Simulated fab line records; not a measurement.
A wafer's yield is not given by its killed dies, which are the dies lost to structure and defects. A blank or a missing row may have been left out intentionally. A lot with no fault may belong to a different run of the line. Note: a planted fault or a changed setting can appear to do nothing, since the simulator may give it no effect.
Which tool was responsible? ; flow nand_harc ; 33 wafers from 11 lots sampled at 5 of the route's 1302 steps

== WHAT THE GAUGES SHOWED, per wafer ==
NHARC_END_SORT_01.
lot;measured;on;killed_at_array
L541;day 27 12:02;prober-02;669 672 672
L542;day 28 11:38;prober-02;677 672 675

== WHICH TOOL RAN EACH LOT (tool, then ch and the chambers of the sampled wafers, then the start) ==
lot;NHARC_A_STAIRCASE_TRIM_24;NHARC_A_STAIRCASE_ETCH_25;NHARC_A_STAIRCASE_ETCH_188;NHARC_A_STAIRCASE_ETCH_194
L533;rie_diel-07 ch 1,3, day 15 21:53 or earlier;rie_diel-07 ch 1,2, day 15 21:53 or earlier;rie_diel-07 ch 0,2,3, day 15 21:53;rie_diel-07 ch 0,1,3, no start
L534;rie_diel-04 ch 0,2,3, day 16 11:06 or earlier;rie_diel-04 ch 1,2,3, day 16 11:06 or earlier;rie_diel-04 ch 2,3, day 16 11:06;rie_diel-04 ch 2,3, no start
L536;rie_diel-07 ch 1,2, day 17 13:12 or earlier;rie_diel-07 ch 0,3, day 17 13:12 or earlier;rie_diel-04 ch 1,2, day 17 13:12;rie_diel-04 ch 1,3, no start
L541;rie_diel-08 ch 0,3, day 19 00:28 or earlier;rie_diel-08 ch 0,1,2, day 19 00:28 or earlier;rie_diel-07 ch 0,1,2, day 19 00:28;rie_diel-07 ch 0,2, day 27 12:02 or earlier
L542;rie_diel-04 ch 0,1, day 20 02:46 or earlier;rie_diel-04 ch 1,2,3, day 20 02:46 or earlier;rie_diel-07 ch 0,1,2, day 20 02:46;rie_diel-07 ch 0,1,3, day 28 11:38 or earlier
L548;rie_diel-07 ch 0,1,2, day 22 11:49 or earlier;rie_diel-07 ch 1,2,3, day 22 11:49 or earlier;rie_diel-07 ch 0,3, day 22 11:49;rie_diel-07 ch 0,1,2, no start
L549;rie_diel-08 ch 0,1,2, day 22 20:45 or earlier;rie_diel-08 ch 0,1,3, day 22 20:45 or earlier;rie_diel-07 ch 0,1, day 22 20:45;rie_diel-07 ch 0,3, no start
L551;rie_diel-07 ch 0,1,3, day 23 18:13 or earlier;rie_diel-07 ch 0,2, day 23 18:13 or earlier;rie_diel-04 ch 0,3, day 23 18:13;rie_diel-04 ch 0,1, no start
L552;rie_diel-08 ch 2,3, day 24 07:46 or earlier;rie_diel-08 ch 0,2, day 24 07:46 or earlier;rie_diel-04 ch 0,3, day 24 07:46;rie_diel-04 ch 0,1,3, no start
L554;rie_diel-07 ch 0,1,2, day 25 16:10 or earlier;rie_diel-07 ch 2,3, day 25 16:10 or earlier;rie_diel-07 ch 0,2,3, day 25 16:10;rie_diel-07 ch 1,2, no start
L555;rie_diel-04 ch 1,3, day 25 16:44 or earlier;rie_diel-04 ch 0,3, day 25 16:44 or earlier;rie_diel-07 ch 0,3, day 25 16:44;rie_diel-07 ch 2,3, no start
- NHARC_A_STAIRCASE_TRIM_24: chemistry O2, time 211.2 s.
- NHARC_A_STAIRCASE_ETCH_25: etches the open film in C4F8/O2, target depth 100 nm, time 40.5 s.
- NHARC_A_STAIRCASE_ETCH_188: etches the open film in C4F8/O2, target depth 100 nm, time 40.5 s.
- NHARC_A_STAIRCASE_ETCH_194: etches the open film in C4F8/O2, target depth 100 nm, time 40.5 s.

== THE ANSWER, worked out from the rows above alone ==
Rule: usual is defined by the lots themselves. The widest of any qualifying gaps counts: lots, ordered by their means at a reading, are off when they make up no more than a third of the lots, leave a main group of 4 or more, and stand apart from it by 3 or more times the standard deviation of that group's means. If all means in a main group match to the digits the tables above print for the reading, that group is not used. Also off: a lot with no number at a reading for which 4 or more lots have one. Where the step has rows for the other lots, those lots are counted as sound.
Across all readings shown, no lot is off: no conclusion can be drawn from this.

== WHAT THE SIMULATOR HAD PUT IN ==
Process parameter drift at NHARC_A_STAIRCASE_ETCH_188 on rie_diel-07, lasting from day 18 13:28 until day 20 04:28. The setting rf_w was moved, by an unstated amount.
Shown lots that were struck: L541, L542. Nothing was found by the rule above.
